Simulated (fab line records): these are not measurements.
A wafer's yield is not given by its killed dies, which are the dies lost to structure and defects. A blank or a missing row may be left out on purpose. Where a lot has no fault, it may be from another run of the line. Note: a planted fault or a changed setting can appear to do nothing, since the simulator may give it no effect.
fab line records	flow n5_finfet	part 1 of 2: steps 1 to 5 of 6
record: lots: 9	wafers: 27	last_day: 17
route steps=1938 shown SD_EPI_N@279 BEOL_M4@1111 PASSIVATION@1936
lots untouched by any fault: they come from a run of this same line in which no faults occurred
start_h: the number of hours between the record's first day and the start of the first shown wafer of the lot	wait_h: hours from the lot's prior step to this one	" repeats the value in the row above	L1.1+2: a row that stands for several wafers	- no value, or no start given	* or withheld: withheld	< > ~ a bound
route shown NAME@n: NAME is a module with steps in the file, n the number in the route of the first one	usual: mean and standard deviation over wafers with no fault	same: alike in all rows	chamber/n: place in a boat	sites: readings site by site	_std_site: standard deviation of those values	_edge_site: the outer-site mean with the inner-site mean subtracted	radius_mm: for every site, how far away it sits from the centre of the wafer	mask NAME#n: copy n	behind: the tool/chamber that last shaped the wafer	hold: why the lot was held/for how many hours/how that ended	device: the n, p or np transistor that did not switch	end of line: the same wafers' tests at the end of the route	a step without rows: its recipe alone	killed: dies lost to structure and defects at the first sort, not the wafer's yield	map: a wafer's dies, marking killed ones x, the rest . and places with no die _
set.NAME: the run value of the setting; set.NAME@STEP: its run value at that earlier step	model.NAME: the simulator's own value behind a step, which no gauge read
one table for each step of the route and one row for each wafer, over a sample of lots
services: from which hour (start_h, from the record's first day; less than 0 if before it) a tool's chamber was out of use, for how many hours, and why
== steps ==
step: N5_SD_EPI_N_ETCH_16
recipe: chemistry: CHF3/O2	target: SiO2	target_depth_a: 50	mask_material: SOC	pressure_mtorr: 30	source_w: 650	bias_w: 170	Ar_flow_sccm: 200	CHF3_flow_sccm: 50	O2_flow_sccm: 5	ion_energy_ev: 200
usual: CHF3_flow_sccm: 50.00/0.18	O2_flow_sccm: 4.999/0.016	drypump_motor_current_A: 5.8/0.41	oes_ar_750_au: 0.75/0.055	oes_product_au: 0.75/0.059	rf_vpp_V: 523/5.7	showerhead_plenum_p_Torr: 2.43/0.054	throttle_valve_pct: 19.00/0.14
lot.wafer	tool	chamber	start_h	wait_h	CHF3_flow_sccm	O2_flow_sccm	drypump_motor_current_A	oes_ar_750_au	oes_product_au	rf_hours_counter_h	rf_vpp_V	showerhead_plenum_p_Torr	throttle_valve_pct
L416.1	rie_diel-03	0	64.10	0.1	49.93	5.002	5.5	0.72	0.72	186	518	2.49	18.83
L416.4	"	1	"	"	50.07	5.020	6.0	0.71	0.71	206	527	2.39	19.18
L416.5	"	3	"	"	50.19	4.995	6.1	0.72	0.73	-	530	2.38	18.91
L421.2	rie_diel-01	0	93.01	0.1	49.75	4.985	6.5	0.97	0.99	1	536	2.57	18.92
L421.4	"	3	"	"	50.20	5.002	6.1	0.90	0.91	24	521	2.46	18.94
L421.5	"	1	"	"	49.92	5.014	6.6	0.75	0.75	-	522	2.40	19.12
L422.3	rie_diel-03	2	102.41	0.1	49.92	5.000	5.8	0.72	0.72	154	525	2.40	18.98
L422.4	"	1	"	"	49.95	5.012	6.0	0.70	0.70	223	526	2.38	19.20
L422.5	"	1	"	"	49.82	4.998	6.0	0.70	0.70	-	527	2.38	19.21
L426.2	rie_diel-04	2	126.27	0.1	50.05	5.023	5.1	0.74	0.74	169	514	2.41	19.18
L426.4	"	1	"	"	49.74	5.011	5.7	0.79	0.79	120	527	2.51	19.08
L426.6	"	3	"	"	50.05	4.988	6.0	0.71	0.70	-	517	2.38	18.96
L427.2	rie_diel-04	2	129.59	0.1	50.13	4.980	5.2	0.75	0.73	171	515	2.41	19.19
L427.3	"	3	"	"	50.02	5.039	6.0	0.70	0.69	235	515	2.38	18.96
L427.4	"	0	"	"	50.05	4.985	5.4	0.71	0.70	209	526	2.38	18.85
L428.3	rie_diel-01	2	133.61	0.1	50.08	4.994	5.9	0.77	0.77	129	528	2.43	18.76
L428.4	"	1	"	"	50.19	5.013	6.7	0.73	0.73	184	523	2.40	19.14
L428.5	"	1	"	"	50.31	5.025	6.6	0.74	0.74	-	525	2.40	19.15
L431.1	rie_diel-04	1	157.99	0.1	49.91	5.033	5.7	0.79	0.78	131	525	2.50	19.11
L431.2	"	2	"	"	49.96	4.993	5.1	0.74	0.73	181	514	2.40	19.20
L431.5	"	2	"	"	50.21	5.005	5.1	0.73	0.74	-	514	2.40	19.21
L432.1	rie_diel-04	3	160.23	0.1	49.96	5.029	6.0	0.70	0.68	248	512	2.37	19.00
L432.4	"	2	"	"	50.08	4.984	5.1	0.74	0.72	183	513	2.40	19.19
L432.5	"	2	"	"	50.04	5.013	5.2	0.74	0.73	-	515	2.40	19.20
L434.2	rie_diel-04	1	173.68	0.1	50.02	4.976	5.7	0.78	0.78	137	526	2.50	19.09
L434.3	"	2	"	"	49.99	4.993	5.2	0.73	0.74	188	513	2.40	19.21
L434.5	"	2	"	"	50.24	5.015	5.2	0.73	0.73	-	513	2.40	19.21
step: N5_SD_EPI_N_STRIP_38
recipe: chemistry: N2/H2	power_w: 1000	temp_c: 250	h2_frac: 0.65	overash_fraction: 0.3	pressure_mtorr: withheld	n2_flow_sccm: 1750	h2_flow_sccm: 3250
usual: drypump_motor_current_A: 5.83/0.05	heater_power_w: 351/38	oes_product_au: 0.761/0.011
lot.wafer	tool	chamber	start_h	wait_h	drypump_motor_current_A	heater_power_w	oes_product_au	rf_hours_counter_h
L416.1	plasma_asher-01	1	64.27	0.1	5.83	307	0.778	83
L416.4	"	1	"	"	5.88	301	0.749	-
L416.5	"	0	"	"	5.82	371	0.756	-
L421.2	plasma_asher-01	1	93.18	0.1	5.88	303	0.749	90
L421.4	"	1	"	"	5.81	309	0.755	-
L421.5	"	1	"	"	5.78	305	0.752	-
L422.3	plasma_asher-02	1	102.59	0.1	5.80	333	0.762	-
L422.4	"	0	"	"	5.92	410	0.745	-
L422.5	"	1	"	"	5.76	336	0.763	-
L426.2	plasma_asher-02	0	126.44	0.1	5.89	412	0.754	45
L426.4	"	0	"	"	5.90	412	0.769	-
L426.6	"	1	"	"	5.74	328	0.747	-
L427.2	plasma_asher-01	0	129.75	0.1	5.82	371	0.743	96
L427.3	"	1	"	"	5.81	310	0.749	-
L427.4	"	0	"	"	5.83	356	0.779	-
L428.3	plasma_asher-02	0	133.80	0.1	5.87	398	0.764	-
L428.4	"	1	"	"	5.79	333	0.772	-
L428.5	"	1	"	"	5.78	336	0.758	-
L431.1	plasma_asher-01	0	158.16	0.1	5.83	361	0.759	101
L431.2	"	1	"	"	5.90	310	0.775	101
L431.5	"	1	"	"	5.88	307	0.764	-
L432.1	plasma_asher-02	1	160.40	0.1	5.81	333	0.756	53
L432.4	"	1	"	"	5.78	326	0.759	-
L432.5	"	0	"	"	5.89	400	0.756	-
L434.2	plasma_asher-02	0	173.84	0.1	5.90	419	0.762	55
L434.3	"	0	"	"	5.86	396	0.744	-
L434.5	"	0	"	"	5.88	406	0.772	-
step: N5_SD_EPI_N_VAPOR_ETCH_50
recipe: chemistry: HCl	target: Si	temp_c: 775	time_s: 54	pressure_torr: 20	mode: isotropic
usual: chamber_pressure_Torr: 20.00/0.041	lamp_inner_pct: 21.1/0.85	throttle_valve_pct: 11.8/0.31
lot.wafer	tool	chamber	start_h	wait_h	chamber_pressure_Torr	lamp_inner_pct	throttle_valve_pct
L416.1	epi_rpcvd-02	0	64.98	0.3	20.03	20.4	11.5
L416.4	"	0	"	"	19.99	20.4	11.4
L416.5	"	0	"	"	19.98	20.7	11.4
L421.2	epi_rpcvd-03	-	93.92	0.3	-	-	-
L421.4	"	-	"	"	-	-	-
L421.5	"	-	"	"	-	-	-
L422.3	epi_rpcvd-03	-	103.37	0.2	-	-	-
L422.4	"	-	"	"	-	-	-
L422.5	"	-	"	"	-	-	-
L426.2	epi_rpcvd-02	0	128.75	0.5	20.04	20.3	11.5
L426.4	"	0	"	"	20.01	20.1	11.2
L426.6	"	0	"	"	20.05	20.6	11.5
L427.2	epi_rpcvd-03	0	130.64	0.4	20.01	22.2	12.1
L427.3	"	0	"	"	20.05	22.3	12.3
L427.4	"	0	"	"	20.05	22.2	11.8
L428.3	epi_rpcvd-03	0	134.87	0.4	20.09	22.1	11.9
L428.4	"	0	"	"	20.00	22.1	12.1
L428.5	"	0	"	"	20.03	22.1	11.7
L431.1	epi_rpcvd-04	0	159.15	0.5	19.96	20.5	11.8
L431.2	"	0	"	"	20.02	20.5	12.0
L431.5	"	0	"	"	20.00	20.6	12.1
L432.1	epi_rpcvd-03	0	161.50	0.4	20.05	22.2	12.2
L432.4	"	0	"	"	20.00	22.2	11.6
L432.5	"	0	"	"	19.98	22.2	12.1
L434.2	epi_rpcvd-03	0	174.71	0.4	19.98	22.2	11.9
L434.3	"	0	"	"	19.97	22.4	12.0
L434.5	"	0	"	"	20.00	22.3	12.0
step: N5_SD_EPI_N_LINER_46
recipe: material: SiNx	target_thk_a: 30	temp_c: 400	ald_precursor_family: SiH2I2	ald_co_reactant: N2/H2-plasma	pressure_torr: 2
usual: heater_power_w: 864/93
lot.wafer	tool	chamber	start_h	wait_h	heater_power_w
L416.1	ald_sin-02	2	67.18	0.2	826
L416.4	"	1	"	"	866
L416.5	"	3	"	"	935
L421.2	ald_sin-04	0	96.65	0.7	896
L421.4	"	2	"	"	885
L421.5	"	0	"	"	897
L422.3	ald_sin-04	2	105.51	0.1	865
L422.4	"	2	"	"	871
L422.5	"	3	"	"	728
L426.2	ald_sin-02	0	132.34	0.1	948
L426.4	"	3	"	"	951
L426.6	"	0	"	"	940
L427.2	ald_sin-02	2	133.43	0.1	831
L427.3	"	1	"	"	874
L427.4	"	3	"	"	948
L428.3	ald_sin-02	0	137.69	0.2	926
L428.4	"	3	"	"	928
L428.5	"	3	"	"	940
L431.1	ald_sin-04	1	162.79	0.2	769
L431.2	"	0	"	"	904
L431.5	"	3	"	"	730
L432.1	ald_sin-02	2	164.32	0.2	849
L432.4	"	1	"	"	877
L432.5	"	0	"	"	955
L434.2	ald_sin-01	2	177.71	0.4	717
L434.3	"	3	"	"	807
L434.5	"	1	"	"	850
step: N5_BEOL_M4_RC_MEAS_101
usual: CJ_N: 4.37/0.08	DIBL_N: 36.3/1.2	DIBL_P: 36.7/1.5	IOFF_N: 0.164/0.02	IOFF_N_85C: 3.2/0.34	IOFF_N_LIN: 0.075/0.0075	IOFF_N_LONG: 5.57e-05/1.9e-06	IOFF_P: 0.214/0.024	ION_N: 673/8.5	ION_P: 461/5.9	REXT_N: 75.3/1.5	SS_N: 71.6/0.44	SS_P: 73.3/0.55	VT_N: 249.4/2.4	VT_N_LVT: 98.3/2.8	VT_P: -250.0/2.3
lot.wafer	tool	chamber	start_h	wait_h	CJ_N	DIBL_N[mV/V]	DIBL_P[mV/V]	IOFF_N[nA/um]	IOFF_N_85C[nA/um]	IOFF_N_LIN[nA/um]	IOFF_N_LONG[nA/um]	IOFF_P[nA/um]	ION_N[uA/um]	ION_P[uA/um]	REXT_N[ohm.um]	SS_N[mV/dec]	SS_P[mV/dec]	VT_N[mV]	VT_N_LVT[mV]	VT_P[mV]
L416.1	prober-01	0	194.75	0.0	4.25	35.1	36.3	0.140	2.7	0.065	5.22e-05	0.184	657	452	76.5	71.0	72.7	250.2	101.5	-253.4
L416.4	"	0	"	"	4.30	34.0	34.5	0.123	2.4	0.058	5.22e-05	0.166	662	454	76.1	71.6	72.7	251.7	104.9	-255.6
L416.5	"	0	"	"	4.34	35.6	37.5	0.162	3.0	0.073	5.39e-05	0.199	678	459	75.9	71.6	73.4	249.5	99.8	-253.3
L421.2	prober-02	0	225.39	0.2	3.84	23.1	35.5	0.036	0.9	0.023	4.62e-05	0.198	515	457	156.2	69.1	72.5	275.9	124.5	-248.4
L421.4	"	0	"	"	3.80	25.0	37.5	0.044	1.1	0.027	4.69e-05	0.229	520	464	158.5	69.5	73.4	272.3	123.1	-248.3
L421.5	"	0	"	"	3.90	24.4	36.6	0.040	1.0	0.025	4.6e-05	0.215	517	458	156.4	69.3	73.4	274.0	123.8	-249.8
L422.3	prober-01	0	234.01	0.3	4.03	24.9	37.7	0.044	1.0	0.026	4.93e-05	0.219	529	464	149.0	69.4	73.4	271.7	118.7	-248.6
L422.4	"	0	"	"	4.04	24.5	37.2	0.042	1.0	0.026	5.02e-05	0.210	524	464	149.7	69.9	73.6	272.1	118.5	-251.2
L422.5	"	0	"	"	3.98	26.3	39.5	0.053	1.2	0.031	5.01e-05	0.248	528	465	150.2	70.6	75.0	267.8	115.5	-247.5
L426.2	prober-02	0	247.90	0.2	4.48	37.8	36.6	0.164	3.1	0.076	5.47e-05	0.201	673	456	76.1	71.4	73.5	248.8	97.6	-251.1
L426.4	"	0	"	"	4.40	36.2	35.0	0.148	2.9	0.070	5.5e-05	0.183	663	451	77.1	71.5	73.3	250.9	99.2	-253.0
L426.6	"	0	"	"	4.47	37.2	35.5	0.161	3.1	0.073	5.39e-05	0.202	663	451	76.8	72.0	73.1	250.2	99.5	-249.0
L428.3	prober-01	0	254.05	0.3	4.35	37.2	36.8	0.174	3.3	0.078	5.55e-05	0.223	675	460	77.0	72.2	73.9	251.4	99.8	-249.7
L428.4	"	0	"	"	4.39	36.6	36.3	0.165	3.1	0.074	5.55e-05	0.218	671	460	76.3	71.4	73.3	248.3	101.1	-249.7
L428.5	"	0	"	"	4.35	36.7	36.4	0.160	3.0	0.072	5.41e-05	0.224	678	467	77.1	72.6	73.4	253.3	101.9	-249.6
L427.2	prober-02	0	254.19	0.2	4.20	36.5	37.6	0.160	3.0	0.074	5.38e-05	0.190	662	452	76.1	71.1	73.3	250.8	95.5	-252.2
L427.3	"	0	"	"	4.23	37.9	39.0	0.177	3.3	0.080	5.45e-05	0.217	671	462	75.7	71.5	73.3	249.7	94.1	-253.4
L427.4	"	0	"	"	4.24	38.2	39.6	0.188	3.5	0.082	5.4e-05	0.213	659	452	75.5	72.3	73.2	244.9	93.3	-249.8
L432.1	prober-01	0	280.96	0.0	4.30	33.7	35.5	0.131	2.7	0.064	5.68e-05	0.181	664	458	75.6	71.2	72.7	252.4	102.4	-252.3
L432.4	"	0	"	"	4.34	32.4	33.5	0.114	2.4	0.056	5.77e-05	0.160	662	455	75.0	71.1	72.2	254.5	104.2	-253.9
L432.5	"	0	"	"	4.35	34.8	36.5	0.151	3.0	0.070	5.71e-05	0.200	660	454	74.3	70.9	73.3	249.7	100.1	-249.8
L431.1	prober-02	0	282.84	0.0	4.32	35.7	36.6	0.176	3.5	0.084	5.89e-05	0.214	678	460	77.7	71.9	73.4	248.0	95.4	-253.1
L431.2	"	0	"	"	4.34	35.6	36.9	0.173	3.4	0.083	5.87e-05	0.209	675	461	78.3	72.3	73.1	249.2	97.6	-250.9
L431.5	"	0	"	"	4.42	35.6	36.2	0.174	3.4	0.080	6e-05	0.202	682	459	77.4	72.5	73.6	247.9	97.0	-251.1
L434.2	prober-02	0	286.32	0.2	4.59	38.6	37.3	0.201	3.7	0.085	5.85e-05	0.240	679	465	74.2	71.2	73.5	245.6	94.8	-246.5
L434.3	"	0	"	"	4.49	36.9	36.2	0.162	3.1	0.074	5.84e-05	0.213	664	454	75.8	70.9	73.0	249.2	97.7	-248.0
L434.5	"	0	"	"	4.56	39.0	37.4	0.196	3.6	0.083	5.87e-05	0.229	666	460	75.2	71.8	73.7	246.6	96.4	-249.1
== key ==
first_sign: step: N5_SD_EPI_N_VAPOR_ETCH_50	reading: tool_record	direction: missing
effect: step: N5_BEOL_M4_RC_MEAS_101	reading: REXT_N	direction: up	sigmas: 53	usual: 75.3	struck: 153.3
effect: step: N5_BEOL_M4_RC_MEAS_101	reading: ION_N	direction: down	sigmas: 18	usual: 673	struck: 522
effect: step: N5_BEOL_M4_RC_MEAS_101	reading: VT_N	direction: up	sigmas: 9.6	usual: 249.4	struck: 272.3
effect: step: N5_BEOL_M4_RC_MEAS_101	reading: DIBL_N	direction: down	sigmas: 9.3	usual: 36.3	struck: 24.7
effect: step: N5_BEOL_M4_RC_MEAS_101	reading: VT_N_LVT	direction: up	sigmas: 8	usual: 98.3	struck: 120.7
effect: step: N5_BEOL_M4_RC_MEAS_101	reading: IOFF_N_LIN	direction: down	sigmas: 6.5	usual: 0.075	struck: 0.026
effect: step: N5_BEOL_M4_RC_MEAS_101	reading: IOFF_N_85C	direction: down	sigmas: 6.3	usual: 3.2	struck: 1.0
effect: step: N5_BEOL_M4_RC_MEAS_101	reading: IOFF_N	direction: down	sigmas: 6	usual: 0.164	struck: 0.043
effect: step: N5_BEOL_M4_RC_MEAS_101	reading: CJ_N	direction: down	sigmas: 5.5	usual: 4.37	struck: 3.93
effect: step: N5_BEOL_M4_RC_MEAS_101	reading: SS_N	direction: down	sigmas: 4.5	usual: 71.6	struck: 69.7
effect: step: N5_BEOL_M4_RC_MEAS_101	reading: IOFF_N_LONG	direction: down	sigmas: 4	usual: 5.57e-05	struck: 4.81e-05
effect: step: N5_PASSIVATION_PROBE_49	reading: sort_bin_8_speed	direction: up	sigmas: 99+	usual: 0	struck: 90.14
met_at N5_SD_EPI_N_VAPOR_ETCH_50
struck_lots L421,L422
not_acting_at N5_SD_EPI_N_ETCH_16,N5_SD_EPI_N_STRIP_38,N5_SD_EPI_N_LINER_46
fault: kind: skipped_step_whole	tool: epi_rpcvd-03	chamber: -	onset_h: 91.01	steps: N5_SD_EPI_N_VAPOR_ETCH_50	scope: struck_lots_only
